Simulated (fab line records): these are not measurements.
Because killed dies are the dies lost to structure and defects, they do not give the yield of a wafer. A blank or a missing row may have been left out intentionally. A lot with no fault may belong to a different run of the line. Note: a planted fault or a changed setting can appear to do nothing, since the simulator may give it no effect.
fab line records -- flow nand_harc
record: lots: 13, wafers: 39, last_day: 24
route steps=1159 shown P_M1@308 END@1159
lots that met no fault: taken from a fault-free run of the same line
start_h: hours from the record's opening day to when the first of the lot's shown wafers began -- wait_h: hours since the lot's step before -- " identical to the entry in the row above -- L1.1+2: a row that stands for several wafers -- - no value, or no start was given -- * or withheld: withheld -- < > ~ a bound
route shown NAME@n: a module of which the file shows steps, and the number in the route of the first -- usual: mean and standard deviation over wafers with no fault -- same: alike in all rows -- chamber/n: place in a boat -- sites: readings site by site -- _std_site: the values' standard deviation -- _edge_site: inner sites' mean taken away from outer sites' mean -- radius_mm: how far each site lies from the wafer's centre -- mask NAME#n: copy n -- behind: the last tool/chamber to shape the wafer -- hold: why the lot was held/for how many hours/how that ended -- device: the transistor (n, p or np) that didn't switch -- end of line: the route-end tests of the same wafers -- a step with no rows: only its recipe -- killed: dies lost to structure and defects at the first sort, not the wafer's yield -- map: a wafer's dies, x killed, . not, _ none there
set.NAME: the run value of the setting; set.NAME@STEP: its run value at that earlier step -- model.NAME: the simulator's own value behind a step, which no gauge read
route steps across a sampled set of lots; one table per step, one row per wafer
services: the hour from which a tool's chamber was out of use, counted from the record's first day as start_h (under 0 if before that day), plus the number of hours and why
== steps ==
step: NHARC_P_M1_PVD_21
recipe: target_thk_a: 300, chamber_pressure_pa: 5, power_w: 5000, substrate_temp_c: 30, time_s: 20.49, material: Cu
usual: cathode_dc_power_W: 5000.0/0.98, chamber_pressure_pa: 5.000/0.0099, throttle_valve_pct: 29.8/1.1
lot.wafer,tool,chamber,start_h,wait_h,cathode_dc_power_W,chamber_pressure_pa,throttle_valve_pct
L841.1,pvd_sputter-02,-,116.08,-,5000.4,4.990,29.4
L841.4,pvd_sputter-02,-,116.08,-,5001.2,5.011,30.3
L841.5,pvd_sputter-02,-,116.08,-,4997.2,5.004,28.5
L843.3,pvd_sputter-01,-,140.98,-,4999.5,5.003,28.3
L843.4,pvd_sputter-01,-,140.98,-,4999.8,5.010,27.9
L843.5,pvd_sputter-01,-,140.98,-,4999.2,5.023,28.1
L845.2,pvd_sputter-01,-,144.03,-,5000.5,5.002,30.7
L845.1,pvd_sputter-01,-,144.03,-,5000.4,4.993,28.4
L845.6,pvd_sputter-01,-,144.03,-,5000.3,4.989,30.4
L842.4,pvd_sputter-02,-,144.17,-,5000.6,5.004,29.7
L842.2,pvd_sputter-02,-,144.17,-,5000.9,5.000,28.7
L842.6,pvd_sputter-02,-,144.17,-,5000.4,4.997,29.7
L846.2,pvd_sputter-02,-,159.02,-,4998.3,4.994,29.9
L846.4,pvd_sputter-02,-,159.02,-,5000.0,4.969,28.5
L846.6,pvd_sputter-02,-,159.02,-,4999.0,4.996,29.5
L849.1,pvd_sputter-02,-,167.45,-,5000.9,4.992,29.3
L849.3,pvd_sputter-02,-,167.45,-,4998.1,5.002,28.4
L849.6,pvd_sputter-02,-,167.45,-,5001.1,5.013,29.7
L853.2,pvd_sputter-03,-,197.82,-,5000.5,5.016,29.2
L853.4,pvd_sputter-03,-,197.82,-,4998.3,4.995,29.0
L853.5,pvd_sputter-03,-,197.82,-,4999.6,4.996,31.5
L856.1,pvd_sputter-03,-,213.83,-,5000.2,4.986,29.4
L856.5,pvd_sputter-03,-,213.83,-,4999.7,4.995,31.6
L856.6,pvd_sputter-03,-,213.83,-,4998.4,5.002,29.2
L857.2,pvd_sputter-03,-,217.09,-,-,-,-
L857.3,pvd_sputter-03,-,217.09,-,-,-,-
L857.1,pvd_sputter-03,-,217.09,-,-,-,-
L858.3,pvd_sputter-01,-,220.97,-,-,-,-
L858.5,pvd_sputter-01,-,220.97,-,-,-,-
L858.6,pvd_sputter-01,-,220.97,-,-,-,-
L860.4,pvd_sputter-03,-,230.16,-,5000.2,4.986,31.5
L860.2,pvd_sputter-03,-,230.16,-,5000.7,5.004,31.5
L860.6,pvd_sputter-03,-,230.16,-,5001.7,4.997,31.4
L862.2,pvd_sputter-02,-,248.35,-,4999.0,5.001,29.5
L862.4,pvd_sputter-02,-,248.35,-,5001.9,4.997,30.5
L862.6,pvd_sputter-02,-,248.35,-,5001.7,4.996,29.2
L864.1,pvd_sputter-02,-,271.27,-,4999.5,4.997,30.6
L864.3,pvd_sputter-02,-,271.27,-,5000.4,5.008,29.2
L864.2,pvd_sputter-02,-,271.27,-,5001.6,4.985,29.5
step: NHARC_P_M1_ANNEAL_31
recipe: temp_c: 225, time_s: 90
usual: wafer_temp_C_max: 225.76/0.27
lot.wafer,tool,chamber,start_h,wait_h,wafer_temp_C_max
L841.1,rtp_anneal-02,0,116.59,0.3,225.67
L841.4,rtp_anneal-02,0,116.59,0.3,225.83
L841.5,rtp_anneal-02,0,116.59,0.3,225.49
L843.3,rtp_anneal-01,0,141.60,-,226.28
L843.4,rtp_anneal-01,0,141.60,-,226.18
L843.5,rtp_anneal-01,0,141.60,-,226.15
L845.1,rtp_anneal-02,0,144.53,-,225.60
L845.2,rtp_anneal-02,0,144.53,-,225.80
L845.6,rtp_anneal-02,0,144.53,-,225.38
L842.2,rtp_anneal-01,0,144.72,-,226.02
L842.4,rtp_anneal-01,0,144.72,-,225.99
L842.6,rtp_anneal-01,0,144.72,-,225.67
L846.2,rtp_anneal-02,0,159.57,-,225.40
L846.4,rtp_anneal-02,0,159.57,-,225.38
L846.6,rtp_anneal-02,0,159.57,-,225.49
L849.1,rtp_anneal-02,0,168.03,-,225.75
L849.3,rtp_anneal-02,0,168.03,-,226.06
L849.6,rtp_anneal-02,0,168.03,-,225.88
L853.2,rtp_anneal-02,0,198.38,-,225.62
L853.4,rtp_anneal-02,0,198.38,-,225.76
L853.5,rtp_anneal-02,0,198.38,-,225.71
L856.1,rtp_anneal-02,0,214.36,-,226.02
L856.5,rtp_anneal-02,0,214.36,-,225.86
L856.6,rtp_anneal-02,0,214.36,-,225.61
L857.1,rtp_anneal-01,0,217.62,-,225.82
L857.2,rtp_anneal-01,0,217.62,-,225.70
L857.3,rtp_anneal-01,0,217.62,-,225.97
L858.3,rtp_anneal-02,0,221.56,-,225.78
L858.5,rtp_anneal-02,0,221.56,-,225.71
L858.6,rtp_anneal-02,0,221.56,-,225.53
L860.2,rtp_anneal-01,0,230.72,-,225.84
L860.4,rtp_anneal-01,0,230.72,-,226.01
L860.6,rtp_anneal-01,0,230.72,-,225.90
L862.2,rtp_anneal-01,0,248.91,0.4,225.94
L862.4,rtp_anneal-01,0,248.91,0.4,225.79
L862.6,rtp_anneal-01,0,248.91,0.4,226.05
L864.1,rtp_anneal-02,0,271.78,0.3,225.71
L864.2,rtp_anneal-02,0,271.78,0.3,225.20
L864.3,rtp_anneal-02,0,271.78,0.3,225.67
step: NHARC_P_M1_CMP_23
recipe: t_overpolish_s: 20, target_thk_nm: 157.82
usual: motor_current_A: 12.2/0.93, retaining_ring_pressure_frac: 1.000/0.0052, time_to_endpoint_s: 28.9/2.2
lot.wafer,tool,chamber,start_h,wait_h,motor_current_A,retaining_ring_pressure_frac,time_to_endpoint_s
L841.1,cmp-02,3,116.96,-,11.1,0.999,28.8
L841.4,cmp-02,0,116.96,-,13.2,0.994,31.4
L841.5,cmp-02,3,116.96,-,11.6,1.004,30.3
L843.4,cmp-01,1,141.84,-,14.2,0.994,26.2
L843.3,cmp-01,0,141.84,-,12.4,0.993,30.9
L843.5,cmp-01,1,141.84,-,13.6,1.001,26.6
L845.2,cmp-02,3,144.87,-,11.5,0.998,28.2
L845.1,cmp-02,2,144.87,-,11.2,1.001,33.4
L845.6,cmp-02,3,144.87,-,11.6,0.993,30.8
L842.2,cmp-01,0,145.04,-,11.9,1.008,33.9
L842.4,cmp-01,2,145.04,-,13.1,0.991,29.8
L842.6,cmp-01,0,145.04,-,12.2,1.006,31.8
L846.2,cmp-01,0,159.92,-,12.3,0.999,29.9
L846.4,cmp-01,1,159.92,-,13.8,0.993,26.6
L846.6,cmp-01,3,159.92,-,11.5,1.008,25.6
L849.1,cmp-01,1,168.37,-,13.9,1.003,28.0
L849.3,cmp-01,2,168.37,-,12.4,0.998,28.9
L849.6,cmp-01,1,168.37,-,13.8,1.000,27.4
L853.2,cmp-02,2,198.71,-,11.3,1.002,30.6
L853.4,cmp-02,3,198.71,-,11.6,1.003,28.6
L853.5,cmp-02,1,198.71,-,11.8,1.001,31.7
L856.1,cmp-04,3,214.73,-,12.6,0.996,27.3
L856.6,cmp-04,2,214.73,-,12.6,1.000,26.5
L856.5,cmp-04,3,214.73,-,12.1,0.999,24.1
L857.1,cmp-02,0,217.96,-,12.6,1.011,30.2
L857.3,cmp-02,1,217.96,-,11.7,0.997,32.0
L857.2,cmp-02,2,217.96,-,10.9,0.999,31.0
L858.3,cmp-02,2,221.88,-,11.1,0.998,29.8
L858.5,cmp-02,3,221.88,-,11.9,0.999,28.2
L858.6,cmp-02,0,221.88,-,13.2,0.999,28.4
L860.2,cmp-04,2,231.04,-,12.0,1.004,29.0
L860.4,cmp-04,3,231.04,-,12.3,1.002,30.2
L860.6,cmp-04,1,231.04,-,10.9,1.005,24.7
L862.4,cmp-04,0,249.26,-,12.8,1.008,29.9
L862.2,cmp-04,1,249.26,-,11.3,1.010,29.0
L862.6,cmp-04,3,249.26,-,12.2,1.000,32.1
L864.3,cmp-04,2,272.13,-,13.0,0.996,26.2
L864.2,cmp-04,0,272.13,-,11.7,1.004,25.9
L864.1,cmp-04,1,272.13,-,11.4,0.996,26.9
step: NHARC_END_SORT_01
recipe: temp_c: 25
usual: defect_limited_yield: 95.2/1.3, killed_at_array: 29/9.4, killed_at_other: 0.7/1.3, killed_at_periphery: 2.9/2.1, killed_dies: 32/9, killed_open: 3.3/1.8, killed_short: 1.9/1.4, sort_bin_2_pct: 1.4/0.53, sort_bin_3_pct: 0.28/0.21, sort_bin_4_pct: 3.1/0.91, sort_n_pass: 645/9, sort_rim_yield_pct: 97.4/1.7, sort_yield_pct: 95.2/1.3
same: gross_dies: 677, sort_bin_5_pct[%]: 0, sort_bin_6_pct[%]: 0, sort_bin_7_pct[%]: 0, sort_bin_8_pct[%]: 0, sort_rim_n_gross: 106.00
lot.wafer,tool,chamber,start_h,wait_h,defect_limited_yield[%],killed_at_array,killed_at_other,killed_at_periphery,killed_dies,killed_open,killed_short,sort_bin_2_pct[%],sort_bin_3_pct[%],sort_bin_4_pct[%],sort_n_pass,sort_rim_yield_pct[%],sort_yield_pct[%]
L845.1,prober-02,0,479.22,2.5,94.2,37,0,2,39,3,1,1.5,0.44,3.8,638,92.5,94.2
L845.2,prober-02,0,480.01,2.8,94.8,33,1,1,35,4,1,1.2,0.44,3.5,642,97.2,94.8
L845.6,prober-02,0,483.16,3.9,95.3,30,1,1,32,4,1,1.8,0.15,2.8,645,100.0,95.3
L849.1,prober-02,0,495.48,2.5,95.3,27,1,4,32,4,4,1.5,0.15,3.1,645,96.2,95.3
L849.3,prober-02,0,497.06,3.1,95.7,23,0,6,29,4,4,1.3,0.44,2.5,648,98.1,95.7
L849.6,prober-02,0,499.43,3.9,94.8,34,0,1,35,2,1,1.6,0.15,3.4,642,99.1,94.8
L853.2,prober-02,0,512.63,2.8,93.1,43,0,4,47,5,5,2.1,0.44,4.4,630,94.3,93.1
L853.4,prober-02,0,514.21,3.4,92.5,48,0,3,51,3,3,3.0,0.44,4.1,626,96.2,92.5
L853.5,prober-02,0,515.00,3.7,93.4,41,0,4,45,4,0,2.7,0.74,3.2,632,94.3,93.4
L856.1,prober-01,0,537.23,2.5,95.6,20,6,4,30,6,3,1.3,0.15,3.0,647,96.2,95.6
L856.5,prober-01,0,540.42,3.7,95.7,19,7,3,29,4,2,0.9,0,3.4,648,96.2,95.7
L856.6,prober-01,0,541.22,4.0,97.0,15,4,1,20,3,1,1.3,0.15,1.5,657,95.3,97.0
L860.2,prober-01,0,548.76,2.8,95.6,29,0,1,30,4,3,1.6,0.15,2.7,647,98.1,95.6
L860.4,prober-01,0,550.36,3.4,94.8,30,2,3,35,8,0,1.3,0,3.8,642,97.2,94.8
L860.6,prober-01,0,551.97,4.0,95.1,30,1,2,33,6,2,1.6,0.15,3.1,644,99.1,95.1
L858.3,prober-02,0,549.57,3.1,0,25,0,652,677,2,3,96.5,0.30,3.2,0,0,0
L858.5,prober-02,0,551.14,3.6,0,33,2,642,677,3,5,95.7,0.74,3.5,0,0,0
L858.6,prober-02,0,551.92,3.9,0,22,2,653,677,3,1,97.5,0.44,2.1,0,0,0
L857.1,prober-01,0,555.81,2.5,0,26,2,649,677,1,4,96.3,0.44,3.2,0,0,0
L857.2,prober-01,0,556.61,2.8,0,33,0,644,677,8,3,96.6,0.59,2.8,0,0,0
L857.3,prober-01,0,557.42,3.1,0,25,1,651,677,0,2,97.3,0.59,2.1,0,0,0
L862.2,prober-01,0,572.24,2.8,92.8,47,0,2,49,2,1,2.1,0.59,4.6,628,98.1,92.8
L862.4,prober-01,0,573.84,3.4,93.1,42,0,5,47,7,1,2.4,0.15,4.4,630,97.2,93.1
L862.6,prober-01,0,575.45,4.0,92.8,47,0,2,49,3,3,2.2,0,5.0,628,97.2,92.8
killed by level:class
L845.1 A_SLIT:chamber_film_flake=12 A_CHANNEL_HOLE_D1:chamber_film_flake=6 A_STAIRCASE:chamber_film_flake=5 A_CONTACT:chamber_film_flake=5 A_ZERO_WELL:chamber_film_flake=4 P_M0:geometric_particle:open=1 A_CHANNEL_FILL_D1:geometric_particle:open=1 A_M0:chamber_film_flake=1
L845.2 A_SLIT:chamber_film_flake=11 A_CONTACT:chamber_film_flake=5 A_CHANNEL_HOLE_D1:chamber_film_flake=4 A_STAIRCASE:chamber_film_flake=4 A_CHANNEL_FILL_D1:geometric_particle:open=2 A_WL_FILL:chamber_film_flake=2 A_M0:chamber_film_flake=2 P_M0:geometric_particle:short=1
L845.6 A_STAIRCASE:chamber_film_flake=10 A_SLIT:chamber_film_flake=6 A_CONTACT:chamber_film_flake=4 A_WL_FILL:chamber_film_flake=3 A_WL_FILL:geometric_particle:open=2 A_CHANNEL_HOLE_D1:chamber_film_flake=2 P_GATE:geometric_particle:open=1 A_WL_FILL:geometric_particle:short=1
L849.1 A_CHANNEL_HOLE_D1:chamber_film_flake=14 A_STAIRCASE:chamber_film_flake=4 P_ZERO_WELL:chamber_film_flake=2 A_CONTACT:chamber_film_flake=2 P_M0:geometric_particle:open=1 P_M0:geometric_particle:short=1 A_SGD_CUT:geometric_particle:short=1 A_CONTACT:geometric_particle:open=1
L849.3 A_CHANNEL_HOLE_D1:chamber_film_flake=11 A_CONTACT:chamber_film_flake=5 A_STAIRCASE:chamber_film_flake=3 P_M0:geometric_particle:open=2 P_GATE:geometric_particle:short=1 P_CONTACT:geometric_particle:open=1 P_M0:geometric_particle:short=1 A_CONTACT:geometric_particle:short=1
L849.6 A_CHANNEL_HOLE_D1:chamber_film_flake=23 A_STAIRCASE:chamber_film_flake=6 A_CONTACT:chamber_film_flake=3 P_CONTACT:geometric_particle:open=1 A_CONTACT:geometric_particle:short=1 A_BLC:geometric_particle:open=1
L853.2 A_SLIT:chamber_film_flake=18 A_CHANNEL_HOLE_D1:chamber_film_flake=10 A_STAIRCASE:chamber_film_flake=7 A_WL_FILL:geometric_particle:short=2 P_GATE:geometric_particle:short=1 P_CONTACT:geometric_particle:open=1 P_M0:geometric_particle:open=1 P_M1:geometric_particle:open=1
L853.4 A_CHANNEL_HOLE_D1:chamber_film_flake=18 A_SLIT:chamber_film_flake=17 A_STAIRCASE:chamber_film_flake=4 A_CONTACT:chamber_film_flake=4 P_STI:geometric_particle:short=1 P_M1:geometric_particle:open=1 A_ONON_D1:geometric_particle:short=1 A_ONON_D1:geometric_particle:open=1
L853.5 A_CHANNEL_HOLE_D1:chamber_film_flake=12 A_STAIRCASE:chamber_film_flake=12 A_SLIT:chamber_film_flake=11 A_CONTACT:chamber_film_flake=5 P_CONTACT:geometric_particle:open=2 P_M0:geometric_particle:open=1 A_SGD_CUT:geometric_particle:open=1 P_STI:chamber_film_flake=1
L856.1 A_CHANNEL_HOLE_D1:chamber_film_flake=9 THIN_TSV:chamber_film_flake=6 A_SGD_CUT:geometric_particle:short=2 A_M1:geometric_particle:open=2 A_STAIRCASE:chamber_film_flake=2 P_GATE:geometric_particle:open=1 P_M1:geometric_particle:open=1 A_CHANNEL_HOLE_D1:geometric_particle:short=1
L856.5 THIN_TSV:chamber_film_flake=7 A_CHANNEL_HOLE_D1:chamber_film_flake=6 A_CONTACT:chamber_film_flake=3 A_STAIRCASE:chamber_film_flake=2 A_WL_FILL:chamber_film_flake=2 P_M0:geometric_particle:open=1 A_CHANNEL_HOLE_D1:geometric_particle:open=1 A_CHANNEL_FILL_D1:geometric_particle:short=1
L856.6 A_CONTACT:chamber_film_flake=5 THIN_TSV:chamber_film_flake=4 A_CHANNEL_HOLE_D1:chamber_film_flake=3 A_WL_FILL:chamber_film_flake=2 A_CHANNEL_FILL_D1:geometric_particle:open=1 A_SGD_CUT:geometric_particle:short=1 A_CONTACT:geometric_particle:open=1 A_M1:geometric_particle:open=1
L860.2 A_CHANNEL_HOLE_D1:chamber_film_flake=20 A_SGD_CUT:geometric_particle:short=2 P_M0:geometric_particle:open=1 A_ONON_D1:geometric_particle:open=1 A_CHANNEL_FILL_D1:geometric_particle:open=1 A_WL_FILL:geometric_particle:open=1 A_CONTACT:geometric_particle:short=1 A_CHANNEL_FILL_D1:chamber_film_flake=1
L858.3 P_M1:area_pvd=646 A_CHANNEL_HOLE_D1:chamber_film_flake=20 P_GATE:chamber_film_flake=2 A_CONTACT:chamber_film_flake=2 P_GATE:geometric_particle:short=1 P_CONTACT:geometric_particle:open=1 P_M1:geometric_particle:open=1 A_CHANNEL_FILL_D1:geometric_particle:short=1
L860.4 A_CHANNEL_HOLE_D1:chamber_film_flake=19 A_CONTACT:geometric_particle:open=3 A_M0:geometric_particle:open=3 A_STAIRCASE:chamber_film_flake=2 THIN_TSV:chamber_film_flake=2 P_M0:geometric_particle:open=1 A_WL_FILL:geometric_particle:open=1 P_STI:chamber_film_flake=1
L858.5 P_M1:area_pvd=640 A_CHANNEL_HOLE_D1:chamber_film_flake=22 A_CONTACT:chamber_film_flake=3 A_CHANNEL_FILL_D1:geometric_particle:short=2 THIN_TSV:chamber_film_flake=2 P_GATE:geometric_particle:short=1 P_GATE:geometric_particle:open=1 A_ONON_D1:geometric_particle:short=1
L858.6 P_M1:area_pvd=652 A_CHANNEL_HOLE_D1:chamber_film_flake=12 A_CHANNEL_FILL_D1:chamber_film_flake=3 A_CONTACT:chamber_film_flake=2 THIN_TSV:chamber_film_flake=2 A_SOURCE_PLATE:geometric_particle:short=1 A_CHANNEL_FILL_D1:geometric_particle:open=1 A_BLC:geometric_particle:open=1
L860.6 A_CHANNEL_HOLE_D1:chamber_film_flake=19 A_ONON_D1:geometric_particle:open=2 A_CHANNEL_FILL_D1:chamber_film_flake=2 A_CHANNEL_FILL_D1:geometric_particle:short=1 A_STAIRCASE:geometric_particle:open=1 A_WL_FILL:geometric_particle:short=1 A_WL_FILL:geometric_particle:open=1 A_CONTACT:geometric_particle:open=1
L857.1 P_M1:area_pvd=643 A_SLIT:chamber_film_flake=15 A_CHANNEL_HOLE_D1:chamber_film_flake=7 P_ZERO_WELL:chamber_film_flake=2 THIN_TSV:chamber_film_flake=2 P_M0:geometric_particle:short=1 P_M1:geometric_particle:short=1 P_M2:geometric_particle:short=1
L857.2 P_M1:area_pvd=641 A_SLIT:chamber_film_flake=16 A_CHANNEL_HOLE_D1:chamber_film_flake=7 A_BLC:geometric_particle:open=2 A_M0:geometric_particle:open=2 P_CONTACT:geometric_particle:open=1 P_M1:geometric_particle:open=1 A_ONON_D1:geometric_particle:short=1
L857.3 P_M1:area_pvd=651 A_SLIT:chamber_film_flake=16 A_CHANNEL_HOLE_D1:chamber_film_flake=6 A_CONTACT:chamber_film_flake=2 A_ONON_D1:geometric_particle:short=1 STARTING-WAFER:geometric_particle:short=1
L862.2 A_CHANNEL_HOLE_D1:chamber_film_flake=22 A_SLIT:chamber_film_flake=21 A_ONON_D1:geometric_particle:short=1 A_CHANNEL_FILL_D1:geometric_particle:open=1 A_M0:geometric_particle:open=1 P_ZERO_WELL:chamber_film_flake=1 P_STI:chamber_film_flake=1 A_STAIRCASE:chamber_film_flake=1
L862.4 A_CHANNEL_HOLE_D1:chamber_film_flake=20 A_SLIT:chamber_film_flake=16 A_CONTACT:geometric_particle:open=2 P_STI:geometric_particle:open=1 P_M0:geometric_particle:open=1 P_M2:geometric_particle:open=1 A_CHANNEL_FILL_D1:geometric_particle:short=1 A_M0:geometric_particle:open=1
L862.6 A_CHANNEL_HOLE_D1:chamber_film_flake=22 A_SLIT:chamber_film_flake=17 A_WL_FILL:geometric_particle:short=2 A_CONTACT:geometric_particle:open=2 A_STAIRCASE:chamber_film_flake=2 A_ONON_D1:geometric_particle:open=1 A_SGD_CUT:geometric_particle:short=1 P_STI:chamber_film_flake=1
== services ==
tool,chamber,start_h,hours,kind
pvd_sputter-03,-,102.00,10.0,pm
cmp-04,-,105.00,4.0,pm
cmp-02,-,106.90,1.7,repair
cmp-04,-,119.07,1.1,repair
cmp-01,-,120.74,1.0,repair
pvd_sputter-01,-,121.76,0.5,repair
cmp-02,-,128.54,4.0,pm
cmp-04,-,130.37,0.8,repair
cmp-02,-,132.54,-,consumable_replace:conditioner
cmp-02,-,132.54,-,consumable_replace:pad
cmp-01,-,132.79,0.9,repair
cmp-02,-,150.04,0.4,repair
pvd_sputter-01,-,150.09,2.0,repair
pvd_sputter-01,-,158.00,10.0,pm
pvd_sputter-03,-,164.64,4.3,repair
cmp-01,-,180.90,3.3,repair
cmp-04,-,203.00,4.0,pm
cmp-01,-,209.07,0.9,repair
pvd_sputter-02,-,214.02,10.0,pm
cmp-01,-,216.95,4.1,repair
cmp-02,-,226.54,4.0,pm
cmp-02,-,230.54,-,consumable_replace:conditioner
pvd_sputter-03,-,249.94,2.9,repair
cmp-02,-,251.10,0.6,repair
== key ==
first_sign: step: NHARC_P_M1_PVD_21, reading: tool_record, direction: missing
effect: step: NHARC_END_SORT_01, reading: killed_at_periphery, direction: up, sigmas: 99+, usual: 2.9, struck: 648.5
more_kills_born_at: NHARC_P_M1_PVD_21@pvd_sputter-01: 1938, NHARC_P_M1_PVD_21@pvd_sputter-03: 1935
met_at NHARC_P_M1_PVD_21
struck_lots L857,L858
later_rows_left_out L857.1,L857.2,L857.3,L858.3,L858.5,L858.6
not_acting_at NHARC_P_M1_ANNEAL_31,NHARC_P_M1_CMP_23
onset_between 213.83 217.09
fault: kind: skipped_step_whole, tool: pvd_sputter-01,pvd_sputter-03, chamber: -, onset_h: 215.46, steps: NHARC_P_M1_PVD_21, scope: struck_lots_only
later_rows_left_out: the simulator's readings of these wafers behind a module that went badly wrong aren't trusted and aren't shown, but for the sort
